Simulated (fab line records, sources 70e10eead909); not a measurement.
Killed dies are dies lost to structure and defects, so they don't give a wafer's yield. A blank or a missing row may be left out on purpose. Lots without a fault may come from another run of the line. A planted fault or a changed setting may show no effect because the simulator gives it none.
A struck lot beside a sound one | flow nand_harc | 15 steps out of a route of 1302
Sound: wafers L416.1, L416.3, L416.4. Struck: wafers L412.2, L412.5, L412.6. The cause comes at the end.
At each step with rows: each side's tool, then ch and its chambers, then its first start. Under that, the readings that differ: sound wafers | struck wafers | difference of the means | sigmas: that difference in standard deviations of wafers without a fault.
alike: readings whose means differ by less than 2 such deviations, and words and numbers that are the same on both sides. not compared: withheld readings, readings that some wafer has no value for, bounds like >300 that may hide the same value, and numbers for which the record gives no deviation and whose values overlap.
The two part at a step that has a row with sigmas, a row that says differs or no value, or rows on one side only. Numbers that don't overlap but have no deviation are shown without sigmas and don't part them. A reading that every wafer of one side lacks parts them only if that side has two wafers or more.

first, 1 step without rows for these wafers: NHARC_A_ONON_D1_DEP_09 (target thk 1000 nm).
NHARC_A_ONON_D1_THK_MEAS_11: measures by ellipsometry.
  sound on film_metro-02, day 13 00:35; struck on film_metro-02, day 11 02:21
  alike: thk_nm
then, 1 step without rows for these wafers: NHARC_A_ONON_D1_DEP_12 (target thk 1000 nm).
NHARC_A_ONON_D1_THK_MEAS_14: measures by ellipsometry.
  sound on film_metro-02, day 13 01:08; struck on film_metro-02, day 11 02:55
  alike: thk_nm
then, 2 steps without rows for these wafers: NHARC_A_ONON_D1_ANNEAL_15 (time 3600 s); NHARC_A_ONON_D1_DEP_16 (target thk 1000 nm).
NHARC_A_ONON_D1_THK_MEAS_18: measures by ellipsometry.
  sound on film_metro-02, day 13 12:41; struck on film_metro-01, day 11 10:31
  alike: thk_nm
then, 1 step without rows for these wafers: NHARC_A_ONON_D1_DEP_19 (target thk 1000 nm).
NHARC_A_ONON_D1_THK_MEAS_21: measures by ellipsometry.
  sound on film_metro-02, day 13 13:16; struck on film_metro-01, day 11 11:05
  alike: thk_nm
then, 1 step without rows for these wafers: NHARC_A_ONON_D1_DEP_22 (target thk 1000 nm).
NHARC_A_ONON_D1_THK_MEAS_24: measures by ellipsometry.
  sound on film_metro-02, day 13 13:50; struck on film_metro-02, day 11 11:38
  alike: thk_nm
NHARC_A_ONON_D1_DEP_25: target thk 1000 nm.
  sound on pecvd_onon-03 ch 0, day 13 13:53; struck on pecvd_onon-04 ch 0, day 11 11:45
NHARC_A_ONON_D1_THK_MEAS_27: measures by ellipsometry.
  sound on film_metro-02, day 13 14:23; struck on film_metro-01, day 11 12:13
  reading     | sound          | struck      | difference | sigmas
  thk_nm (nm) | 1009 1009 1008 | 659 659 659 | -350       | -39
then, 1 step without rows for these wafers: NHARC_A_ONON_D1_DEP_28 (target thk 1000 nm).
-- the record jumps here: 16 days lie between the struck wafers' starts before and after (it left off in module A_ONON_D1 and takes up again in module END, whose first step shown is number 1302 of the route) --
NHARC_END_SORT_01:
  the record has rows for the struck wafers here (prober-01 ch 0, day 27 12:32) and none for the sound ones

WHERE THEY PART
First at NHARC_A_ONON_D1_THK_MEAS_27; last, within this record, at NHARC_END_SORT_01.

WHY: what the simulator had put in
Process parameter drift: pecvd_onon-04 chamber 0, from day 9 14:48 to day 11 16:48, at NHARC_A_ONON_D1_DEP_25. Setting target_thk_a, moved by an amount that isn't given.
